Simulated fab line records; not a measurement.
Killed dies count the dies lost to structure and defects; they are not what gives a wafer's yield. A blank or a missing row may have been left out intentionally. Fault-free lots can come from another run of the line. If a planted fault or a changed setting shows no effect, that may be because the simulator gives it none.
Which tool was responsible? | flow nand_harc | 24 lots, 72 wafers sampled, at 6 steps of a route of 1159

== WHAT THE GAUGES READ, wafer by wafer ==
The record lacks any reading of a measuring or inspecting step that a usual standard deviation could be used to judge.

== WHICH TOOL RAN EACH LOT (tool, then ch and the chambers of the sampled wafers, then the start) ==
lot  | NHARC_A_CHANNEL_HOLE_D1_ETCH_24  | NHARC_A_CHANNEL_FILL_D1_CMP_10 | NHARC_A_STAIRCASE_DESCUM_168       | NHARC_A_STAIRCASE_TRIM_18      | NHARC_A_STAIRCASE_ETCH_19      | NHARC_A_STAIRCASE_ETCH_27
L074 | har_etch-01 ch 0,1, day 8 05:09  | cmp-03 ch 0,1,3, day 10 08:14  | rie_diel-02 ch 0,2,3, day 10 09:46 | rie_diel-02 ch 0,1,3, no start | rie_diel-02 ch 1,2,3, no start | rie_diel-06 ch 1,2,3, no start
L076 | har_etch-02 ch 0,1, day 8 09:12  | cmp-03 ch 1,2, day 10 18:41    | rie_diel-13 ch 0,2,3, day 10 20:47 | rie_diel-02 ch 0,1,3, no start | rie_diel-02 ch 1,3, no start   | rie_diel-02 ch 0,2,3, no start
L075 | har_etch-01 ch 0,1, day 8 10:14  | cmp-02 ch 0,3, day 10 18:41    | rie_diel-06 ch 0,2, day 10 20:28   | rie_diel-02 ch 0,2,3, no start | rie_diel-02 ch 0,3, no start   | rie_diel-06 ch 0,2,3, no start
L077 | har_etch-02 ch 0,1, day 9 03:43  | cmp-03 ch 0,2,3, day 11 07:25  | rie_diel-13 ch 0,1,2, day 11 09:55 | rie_diel-02 ch 1,2,3, no start | rie_diel-02 ch 0,1,2, no start | rie_diel-02 ch 0,2,3, no start
L078 | har_etch-01 ch 0,1, day 9 03:54  | cmp-04 ch 1,2,3, day 11 07:25  | rie_diel-13 ch 0,2,3, day 11 09:52 | rie_diel-06 ch 0,2,3, no start | rie_diel-06 ch 0,2, no start   | rie_diel-13 ch 2,3, no start
L079 | har_etch-02 ch 0,1, day 9 15:28  | cmp-02 ch 0,2, day 11 19:43    | rie_diel-06 ch 0,1,2, day 11 21:25 | rie_diel-13 ch 0,2,3, no start | rie_diel-13 ch 0,1,2, no start | rie_diel-06 ch 1,2,3, no start
L080 | har_etch-02 ch 1, day 9 21:25    | cmp-03 ch 0,1,2, day 12 02:55  | rie_diel-13 ch 0,1,3, day 12 04:35 | rie_diel-06 ch 0,1,3, no start | rie_diel-06 ch 0,3, no start   | rie_diel-06 ch 0,2, no start
L081 | har_etch-01 ch 0,1, day 10 00:35 | cmp-04 ch 0,1,2, day 12 02:55  | rie_diel-02 ch 0,1,2, day 12 04:45 | rie_diel-13 ch 0,1,2, no start | rie_diel-13 ch 0,1,2, no start | rie_diel-13 ch 0,1,3, no start
L083 | har_etch-01 ch 0,1, day 10 11:17 | cmp-02 ch 1,2,3, day 12 14:06  | rie_diel-02 ch 0,1, day 12 16:01   | rie_diel-06 ch 1,3, no start   | rie_diel-06 ch 0,1,3, no start | rie_diel-02 ch 1,2,3, no start
L082 | har_etch-02 ch 0,1, day 10 11:26 | cmp-04 ch 1,2,3, day 12 14:04  | rie_diel-06 ch 0,1,3, day 12 16:02 | rie_diel-06 ch 0,1,2, no start | rie_diel-06 ch 0,1,3, no start | rie_diel-06 ch 1,2,3, no start
L084 | har_etch-01 ch 0,1, day 10 16:53 | cmp-04 ch 0,3, day 12 20:54    | rie_diel-06 ch 2,3, day 12 22:27   | rie_diel-06 ch 1,2,3, no start | rie_diel-06 ch 0,2, no start   | rie_diel-02 ch 0,2,3, no start
L086 | har_etch-01 ch 0,1, day 11 14:04 | cmp-03 ch 0,1,2, day 13 20:52  | rie_diel-06 ch 1,2,3, day 13 22:23 | rie_diel-02 ch 0,2,3, no start | rie_diel-02 ch 0,1, no start   | rie_diel-06 ch 1,2, no start
L088 | har_etch-02 ch 0,1, day 11 14:41 | cmp-02 ch 0,1,3, day 13 17:13  | rie_diel-13 ch 1,2,3, day 13 18:56 | rie_diel-06 ch 0,1,2, no start | rie_diel-06 ch 0,1,3, no start | rie_diel-13 ch 0,1,2, no start
L087 | har_etch-01 ch 0,1, day 11 18:13 | cmp-02 ch 1,2,3, day 13 20:51  | rie_diel-06 ch 0,2, day 13 22:41   | rie_diel-02 ch 0,1, no start   | rie_diel-02 ch 1,3, no start   | rie_diel-02 ch 0,2, no start
L085 | har_etch-02 ch 0,1, day 11 22:22 | cmp-02 ch 0,1,3, day 14 05:42  | rie_diel-02 ch 0,1,3, day 14 07:11 | rie_diel-02 ch 1,3, no start   | rie_diel-02 ch 0,3, no start   | rie_diel-02 ch 0,2, no start
L089 | har_etch-01 ch 0,1, day 12 00:30 | cmp-02 ch 0,1, day 14 02:02    | rie_diel-02 ch 0,1, day 14 03:44   | rie_diel-13 ch 0,1,3, no start | rie_diel-13 ch 1,2,3, no start | rie_diel-13 ch 0,1,2, no start
L091 | har_etch-02 ch 0,1, day 12 15:55 | cmp-04 ch 0,1,3, day 14 20:09  | rie_diel-06 ch 0,2, day 14 21:43   | rie_diel-06 ch 0,3, no start   | rie_diel-06 ch 0,3, no start   | rie_diel-13 ch 0,2,3, no start
L090 | har_etch-01 ch 0,1, day 12 16:47 | cmp-02 ch 1,2, day 14 20:09    | rie_diel-13 ch 1,2, day 14 22:02   | rie_diel-13 ch 0,2,3, no start | rie_diel-13 ch 0,2, no start   | rie_diel-02 ch 0,2,3, no start
L092 | har_etch-02 ch 0,1, day 12 20:11 | cmp-02 ch 0,3, day 14 23:50    | rie_diel-02 ch 0,2, day 15 01:33   | rie_diel-06 ch 0,3, no start   | rie_diel-06 ch 0,2,3, no start | rie_diel-06 ch 0,1,3, no start
L093 | har_etch-01 ch 1, day 12 20:56   | cmp-03 ch 0,2,3, day 15 02:41  | rie_diel-02 ch 0,2,3, day 15 04:22 | rie_diel-02 ch 1,2,3, no start | rie_diel-02 ch 0,1,3, no start | rie_diel-02 ch 1,2, no start
L094 | har_etch-01 ch 0,1, day 13 06:24 | cmp-04 ch 0,2,3, day 15 09:30  | rie_diel-06 ch 1,2,3, day 15 11:13 | rie_diel-02 ch 0,1,2, no start | rie_diel-02 ch 0,1,2, no start | rie_diel-06 ch 1,2, no start
L097 | har_etch-01 ch 0,1, day 13 16:32 | cmp-04 ch 0,1,2, day 15 19:44  | rie_diel-13 ch 0,1,3, day 15 21:17 | rie_diel-06 ch 1,2, no start   | rie_diel-06 ch 1,2,3, no start | rie_diel-06 ch 1,2, no start
L096 | har_etch-02 ch 0,1, day 13 17:43 | cmp-02 ch 0,1,3, day 15 19:49  | rie_diel-06 ch 0,2,3, day 15 21:40 | rie_diel-13 ch 0,1,3, no start | rie_diel-13 ch 0,1, no start   | rie_diel-06 ch 0,3, no start
L095 | har_etch-02 ch 0,1, day 13 21:43 | cmp-04 ch 0,1,2, day 16 08:23  | rie_diel-06 ch 0,1, day 16 10:08   | rie_diel-02 ch 2,3, no start   | rie_diel-02 ch 1,2,3, no start | rie_diel-13 ch 0,1,3, no start
- NHARC_A_CHANNEL_HOLE_D1_ETCH_24: etches the open film in C4F8/O2/Ar, time 906.2 s, target depth 1500 nm.
- NHARC_A_CHANNEL_FILL_D1_CMP_10: polishes, target thk 150 nm.
- NHARC_A_STAIRCASE_DESCUM_168: chemistry O2, time 3 s.
- NHARC_A_STAIRCASE_TRIM_18: chemistry O2, time 211.2 s.
- NHARC_A_STAIRCASE_ETCH_19: etches the open film in C4F8/O2, target depth 100 nm, time 40.5 s.
- NHARC_A_STAIRCASE_ETCH_27: etches the open film in C4F8/O2, target depth 100 nm, time 40.5 s.

== AS READ BY THE TOOLS THEMSELVES (means over the sampled wafers that have a number; for cases with no such wafer, the mark the record gives instead) ==
NHARC_A_CHANNEL_HOLE_D1_ETCH_24. Usual: drypump_motor_current_A 5.8 A, standard deviation 0.64; showerhead_plenum_p_Torr 3.75 Torr, standard deviation 0.084; throttle_valve_pct 32.234 %, standard deviation 0.0091.
lot  | tool        | drypump_motor_current_A (A) | showerhead_plenum_p_Torr (Torr) | throttle_valve_pct (%) | flag
L074 | har_etch-01 | 6.4                         | 3.74                            | 32.236                 |
L076 | har_etch-02 | 5.4                         | 3.81                            | 32.240                 |
L075 | har_etch-01 | 6.3                         | 3.74                            | 32.233                 |
L077 | har_etch-02 | 5.4                         | 3.80                            | 32.233                 |
L078 | har_etch-01 | 6.3                         | 3.74                            | 32.228                 |
L079 | har_etch-02 | 5.4                         | 3.80                            | 32.239                 |
L080 | har_etch-02 | 5.5                         | 3.77                            | 32.231                 |
L081 | har_etch-01 | 6.4                         | 3.74                            | 32.238                 |
L083 | har_etch-01 | 5.9                         | 3.68                            | 32.227                 |
L082 | har_etch-02 | 5.4                         | 3.79                            | 32.240                 |
L084 | har_etch-01 | 6.4                         | 3.73                            | 32.241                 |
L086 | har_etch-01 | 5.9                         | 3.67                            | 32.222                 |
L088 | har_etch-02 | 5.2                         | 3.82                            | 32.232                 |
L087 | har_etch-01 | 6.4                         | 3.73                            | 32.239                 |
L085 | har_etch-02 | 5.2                         | 3.82                            | 32.231                 |
L089 | har_etch-01 | 5.8                         | 3.67                            | 32.222                 |
L091 | har_etch-02 | 5.2                         | 3.81                            | 32.234                 |
L090 | har_etch-01 | 5.9                         | 3.67                            | 32.237                 |
L092 | har_etch-02 | 5.4                         | 3.78                            | 32.242                 |
L093 | har_etch-01 | 5.5                         | 3.61                            | 32.242                 |
L094 | har_etch-01 | 6.4                         | 3.72                            | 32.235                 |
L097 | har_etch-01 | 6.4                         | 3.71                            | 32.239                 |
L096 | har_etch-02 | 5.4                         | 3.78                            | 32.238                 |
L095 | har_etch-02 | 5.2                         | 3.80                            | 32.234                 |

NHARC_A_CHANNEL_FILL_D1_CMP_10. Usual: motor_current_A 11.7 A, standard deviation 1.1; slurry_flow_ml_min 149.9, standard deviation 0.46; time_to_endpoint_s 15.1 s, standard deviation 2.2.
lot  | tool   | motor_current_A (A) | slurry_flow_ml_min | time_to_endpoint_s (s) | flag
L074 | cmp-03 | 11.0                | 150.1              | 14.5                   |
L076 | cmp-03 | 12.3                | 150.1              | 15.9                   |
L075 | cmp-02 | 11.2                | 150.1              | 12.2                   |
L077 | cmp-03 | 12.4                | 149.9              | 16.8                   |
L078 | cmp-04 | 11.4                | 149.8              | 13.7                   |
L079 | cmp-02 | 11.6                | 150.1              | 11.8                   |
L080 | cmp-03 | 11.6                | 150.0              | 14.6                   |
L081 | cmp-04 | 12.6                | 149.9              | 15.3                   |
L083 | cmp-02 | 11.4                | 149.9              | 13.5                   |
L082 | cmp-04 | 11.6                | 150.1              | 16.2                   |
L084 | cmp-04 | 11.9                | 150.3              | 17.6                   |
L086 | cmp-03 | 11.7                | 149.9              | 14.3                   |
L088 | cmp-02 | 11.7                | 150.0              | 13.4                   |
L087 | cmp-02 | 11.1                | 150.3              | 17.6                   |
L085 | cmp-02 | 11.6                | 150.2              | 15.2                   |
L089 | cmp-02 | 12.8                | 149.8              | 12.7                   |
L091 | cmp-04 | 11.4                | 149.7              | 16.5                   |
L090 | cmp-02 | 11.7                | 149.7              | 15.4                   |
L092 | cmp-02 | 10.8                | 149.7              | 14.8                   |
L093 | cmp-03 | 12.2                | 149.8              | 15.2                   |
L094 | cmp-04 | 11.9                | 150.5              | 17.9                   |
L097 | cmp-04 | 12.1                | 150.1              | 17.1                   |
L096 | cmp-02 | 11.9                | 149.9              | 13.4                   |
L095 | cmp-04 | 12.2                | 150.3              | 16.1                   |

NHARC_A_STAIRCASE_DESCUM_168. Usual: drypump_motor_current_A 5.7 A, standard deviation 0.37; oes_product_au 1.002 a.u., standard deviation 0.01; rf_vpp_V 57.7 V, standard deviation 0.88; showerhead_plenum_p_Torr 1.90 Torr, standard deviation 0.091; throttle_valve_pct 11.312 %, standard deviation 0.009.
lot  | tool        | drypump_motor_current_A (A) | oes_product_au (a.u.) | rf_vpp_V (V) | showerhead_plenum_p_Torr (Torr) | throttle_valve_pct (%) | flag
L074 | rie_diel-02 | 5.9                         | 1.007                 | 57.9         | 1.93                            | 11.317                 |
L076 | rie_diel-13 | 5.5                         | 1.008                 | 57.6         | 1.87                            | 11.310                 |
L075 | rie_diel-06 | 5.4                         | 1.006                 | 57.0         | 1.80                            | 11.304                 |
L077 | rie_diel-13 | 5.5                         | 1.002                 | 57.3         | 1.87                            | 11.326                 |
L078 | rie_diel-13 | 5.5                         | 1.007                 | 57.8         | 1.87                            | 11.310                 |
L079 | rie_diel-06 | 5.5                         | 1.010                 | 58.1         | 1.95                            | 11.313                 |
L080 | rie_diel-13 | 5.5                         | 1.013                 | 58.3         | 1.90                            | 11.320                 |
L081 | rie_diel-02 | 5.9                         | 1.002                 | 58.6         | 1.90                            | 11.315                 |
L083 | rie_diel-02 | 6.1                         | 0.996                 | 57.4         | 1.87                            | 11.312                 |
L082 | rie_diel-06 | 5.7                         | 0.995                 | 58.0         | 1.85                            | 11.312                 |
L084 | rie_diel-06 | 5.8                         | 0.990                 | 57.6         | 1.88                            | 11.303                 |
L086 | rie_diel-06 | 5.8                         | 1.006                 | 58.1         | 1.93                            | 11.307                 |
L088 | rie_diel-13 | 5.7                         | 1.001                 | 57.7         | 1.90                            | 11.314                 |
L087 | rie_diel-06 | 5.3                         | 0.997                 | 58.3         | 1.99                            | 11.319                 |
L085 | rie_diel-02 | 6.1                         | 0.990                 | 57.8         | 1.88                            | 11.322                 |
L089 | rie_diel-02 | 6.1                         | 1.004                 | 57.8         | 1.87                            | 11.320                 |
L091 | rie_diel-06 | 5.4                         | 0.999                 | 57.6         | 1.99                            | 11.312                 |
L090 | rie_diel-13 | 5.6                         | 0.990                 | 57.6         | 1.89                            | 11.310                 |
L092 | rie_diel-02 | 5.7                         | 1.013                 | 57.6         | 1.93                            | 11.313                 |
L093 | rie_diel-02 | 5.9                         | 1.017                 | 57.3         | 1.91                            | 11.312                 |
L094 | rie_diel-06 | 5.8                         | 1.002                 | 57.2         | 1.92                            | 11.312                 |
L097 | rie_diel-13 | 5.5                         | 0.998                 | 58.3         | 1.89                            | 11.307                 |
L096 | rie_diel-06 | 5.5                         | 0.997                 | 57.0         | 1.89                            | 11.310                 |
L095 | rie_diel-06 | 5.4                         | 0.997                 | 57.8         | 1.87                            | 11.313                 |

NHARC_A_STAIRCASE_TRIM_18. Usual: drypump_motor_current_A 5.7 A, standard deviation 0.38; oes_product_au 1.002 a.u., standard deviation 0.011; rf_vpp_V 57.7 V, standard deviation 0.89; showerhead_plenum_p_Torr 3.51 Torr, standard deviation 0.15; throttle_valve_pct 17.037 %, standard deviation 0.0088.
lot  | tool        | drypump_motor_current_A (A) | oes_product_au (a.u.) | rf_vpp_V (V) | showerhead_plenum_p_Torr (Torr) | throttle_valve_pct (%) | flag
L074 | rie_diel-02 | 6.1                         | 1.008                 | 56.8         | 3.50                            | 17.040                 |
L076 | rie_diel-02 | 6.1                         | 1.004                 | 57.3         | 3.49                            | 17.038                 |
L075 | rie_diel-02 | 5.9                         | 1.003                 | 57.7         | 3.54                            | 17.032                 |
L077 | rie_diel-02 | 5.8                         | 1.003                 | 57.2         | 3.61                            | 17.037                 |
L078 | rie_diel-06 | 5.5                         | 0.998                 | 57.2         | 3.51                            | 17.037                 |
L079 | rie_diel-13 | 5.5                         | 1.004                 | 57.4         | 3.45                            | 17.040                 |
L080 | rie_diel-06 | 5.7                         | 0.998                 | 57.7         | 3.43                            | 17.048                 |
L081 | rie_diel-13 | 5.5                         | 1.012                 | 57.9         | 3.44                            | 17.033                 |
L083 | rie_diel-06 | 6.0                         | 1.005                 | 57.9         | 3.47                            | 17.038                 |
L082 | rie_diel-06 | 5.5                         | 1.000                 | 58.0         | 3.59                            | 17.042                 |
L084 | rie_diel-06 | 5.8                         | 0.995                 | 58.2         | 3.55                            | 17.042                 |
L086 | rie_diel-02 | 5.9                         | 1.008                 | 58.1         | 3.53                            | 17.034                 |
L088 | rie_diel-06 | 5.5                         | 1.002                 | 57.5         | 3.59                            | 17.033                 |
L087 | rie_diel-02 | 6.1                         | 1.004                 | 57.0         | 3.45                            | 17.035                 |
L085 | rie_diel-02 | 5.9                         | 0.999                 | 58.0         | 3.57                            | 17.040                 |
L089 | rie_diel-13 | 5.5                         | 1.006                 | 57.6         | 3.49                            | 17.036                 |
L091 | rie_diel-06 | 5.4                         | 0.996                 | 57.8         | 3.36                            | 17.032                 |
L090 | rie_diel-13 | 5.5                         | 0.994                 | 57.3         | 3.44                            | 17.033                 |
L092 | rie_diel-06 | 5.4                         | 0.990                 | 57.2         | 3.36                            | 17.039                 |
L093 | rie_diel-02 | 5.8                         | 1.021                 | 57.6         | 3.59                            | 17.034                 |
L094 | rie_diel-02 | 5.9                         | 1.002                 | 57.9         | 3.50                            | 17.042                 |
L097 | rie_diel-06 | 5.6                         | 1.008                 | 57.5         | 3.71                            | 17.033                 |
L096 | rie_diel-13 | 5.5                         | 1.000                 | 57.1         | 3.49                            | 17.035                 |
L095 | rie_diel-02 | 5.6                         | 1.011                 | 57.4         | 3.64                            | 17.043                 |

NHARC_A_STAIRCASE_ETCH_19. Usual: oes_product_au 0.944 a.u., standard deviation 0.01; rf_vpp_V 895 V, standard deviation 5.7.
lot  | tool        | oes_product_au (a.u.) | rf_vpp_V (V) | flag
L074 | rie_diel-02 | 0.946                 | 899          |
L076 | rie_diel-02 | 0.951                 | 899          |
L075 | rie_diel-02 | 0.947                 | 893          |
L077 | rie_diel-02 | 0.952                 | 895          |
L078 | rie_diel-06 | 0.947                 | 897          |
L079 | rie_diel-13 | 0.937                 | 892          |
L080 | rie_diel-06 | 0.927                 | 890          |
L081 | rie_diel-13 | 0.943                 | 893          |
L083 | rie_diel-06 | 0.936                 | 893          |
L082 | rie_diel-06 | 0.936                 | 892          |
L084 | rie_diel-06 | 0.935                 | 900          |
L086 | rie_diel-02 | 0.941                 | 891          |
L088 | rie_diel-06 | 0.945                 | 892          |
L087 | rie_diel-02 | 0.938                 | 898          |
L085 | rie_diel-02 | 0.948                 | 895          |
L089 | rie_diel-13 | 0.949                 | 896          |
L091 | rie_diel-06 | 0.934                 | 889          |
L090 | rie_diel-13 | 0.935                 | 891          |
L092 | rie_diel-06 | 0.945                 | 895          |
L093 | rie_diel-02 | 0.950                 | 893          |
L094 | rie_diel-02 | 0.952                 | 894          |
L097 | rie_diel-06 | 0.950                 | 896          |
L096 | rie_diel-13 | 0.946                 | 894          |
L095 | rie_diel-02 | 0.938                 | 899          |

NHARC_A_STAIRCASE_ETCH_27. Usual: oes_product_au 0.944 a.u., standard deviation 0.011; rf_vpp_V 895 V, standard deviation 5.5.
lot  | tool        | oes_product_au (a.u.) | rf_vpp_V (V) | flag
L074 | rie_diel-06 | 0.947                 | 891          |
L076 | rie_diel-02 | 0.951                 | 896          |
L075 | rie_diel-06 | 0.951                 | 889          |
L077 | rie_diel-02 | 0.955                 | 896          |
L078 | rie_diel-13 | 0.960                 | 896          |
L079 | rie_diel-06 | 0.945                 | 896          |
L080 | rie_diel-06 | 0.944                 | 897          |
L081 | rie_diel-13 | 0.931                 | 896          |
L083 | rie_diel-02 | 0.941                 | 899          |
L082 | rie_diel-06 | 0.950                 | 896          |
L084 | rie_diel-02 | 0.937                 | 897          |
L086 | rie_diel-06 | 0.939                 | 901          |
L088 | rie_diel-13 | 0.937                 | 892          |
L087 | rie_diel-02 | 0.943                 | 896          |
L085 | rie_diel-02 | 0.943                 | 897          |
L089 | rie_diel-13 | 0.937                 | 893          |
L091 | rie_diel-13 | 0.941                 | 893          |
L090 | rie_diel-02 | 0.956                 | 896          |
L092 | rie_diel-06 | 0.945                 | 892          |
L093 | rie_diel-02 | 0.951                 | 899          |
L094 | rie_diel-06 | 0.952                 | 903          |
L097 | rie_diel-06 | 0.959                 | 899          |
L096 | rie_diel-06 | 0.929                 | 889          |
L095 | rie_diel-13 | 0.947                 | 895          |

== THE ANSWER, worked out from the rows above alone ==
Rule: a lot is off if the mean of its wafers that have a number lies more than 3 standard deviations from the usual mean. Also off: a lot with no number at a reading for which 4 or more lots have one. Any other lot the step has rows for is counted as sound. After the gauges, taken in route order, come the tools' own readings; for these a lot's mean is taken, as printed above. At the first step where some lot is off, the reading lying furthest off is the one used; lots without a number count as furthest.
Across all readings shown, no lot is off: no conclusion can be drawn from this.

== WHAT THE SIMULATOR PUT IN ==
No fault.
